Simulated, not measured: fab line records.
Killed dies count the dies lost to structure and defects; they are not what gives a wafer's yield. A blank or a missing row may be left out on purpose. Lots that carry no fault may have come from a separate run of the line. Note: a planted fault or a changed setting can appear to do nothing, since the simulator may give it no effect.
Matching of chambers + flow nandHarc + NHARC_A_CONTACT_ETCH_91 on rieDiel-05 has 4 sister chambers
The step etches the open film in CH3F/O2, target depth 40 nm, time 85.7 s. 8 wafers are shown with their chamber, then 12 later ones without.

## WAFERS, EACH WITH ITS CHAMBER
| wafer  | chamber | drypumpMotorCurrentA (A) | showerheadPlenumPTorr (Torr) |
|--------|---------|--------------------------|------------------------------|
| L081.6 | 3       | 5.8                      | 2.50                         |
| L084.2 | 0       | 5.5                      | 2.60                         |
| L087.1 | 3       | 5.9                      | 2.49                         |
| L087.2 | 2       | 5.7                      | 2.64                         |
| L087.6 | 0       | 5.5                      | 2.60                         |
| L089.1 | 2       | 5.8                      | 2.64                         |
| L089.3 | 1       | 6.6                      | 2.58                         |
| L089.6 | 1       | 6.6                      | 2.58                         |

## WAFERS MISSING THEIR CHAMBER
| wafer  | drypumpMotorCurrentA (A) | showerheadPlenumPTorr (Torr) |
|--------|--------------------------|------------------------------|
| L090.1 | 6.6                      | 2.58                         |
| L090.3 | 5.4                      | 2.60                         |
| L090.5 | 5.4                      | 2.60                         |
| L094.1 | 5.4                      | 2.59                         |
| L094.2 | 5.9                      | 2.49                         |
| L094.4 | 5.7                      | 2.64                         |
| L095.2 | 5.9                      | 2.49                         |
| L095.3 | 5.5                      | 2.59                         |
| L095.6 | 5.5                      | 2.59                         |
| L097.2 | 5.8                      | 2.64                         |
| L097.3 | 5.4                      | 2.59                         |
| L097.6 | 5.7                      | 2.64                         |

## WHICH CHAMBER EACH WENT THROUGH
| wafer  | from the rows above | in truth |
|--------|---------------------|----------|
| L090.1 | 1                   | 1        |
| L090.3 | 0                   | 0        |
| L090.5 | 0                   | 0        |
| L094.1 | 0                   | 0        |
| L094.2 | 3                   | 3        |
| L094.4 | 2                   | 2        |
| L095.2 | 3                   | 3        |
| L095.3 | 0                   | 0        |
| L095.6 | 0                   | 0        |
| L097.2 | 2                   | 2        |
| L097.3 | 0                   | 0        |
| L097.6 | 2                   | 2        |
Correctly placed: 12 of 12. Left unplaced by these rows: 0. Number placed wrongly: 0.
How it was worked out, from the rows above alone: a wafer's distance from a chamber is the root of the sum, over the readings, of the square of ((its reading less the chamber's mean) divided by the reading's scatter). The wafer belongs to the nearest chamber; if the next one is less than 2 further off, it can't be placed. The mean given for a chamber averages the wafers shown for that chamber. How the scatter is found: for the shown wafers, subtract from each reading the mean of its chamber, square and add these, divide the total by (wafers less chambers), then take the root.
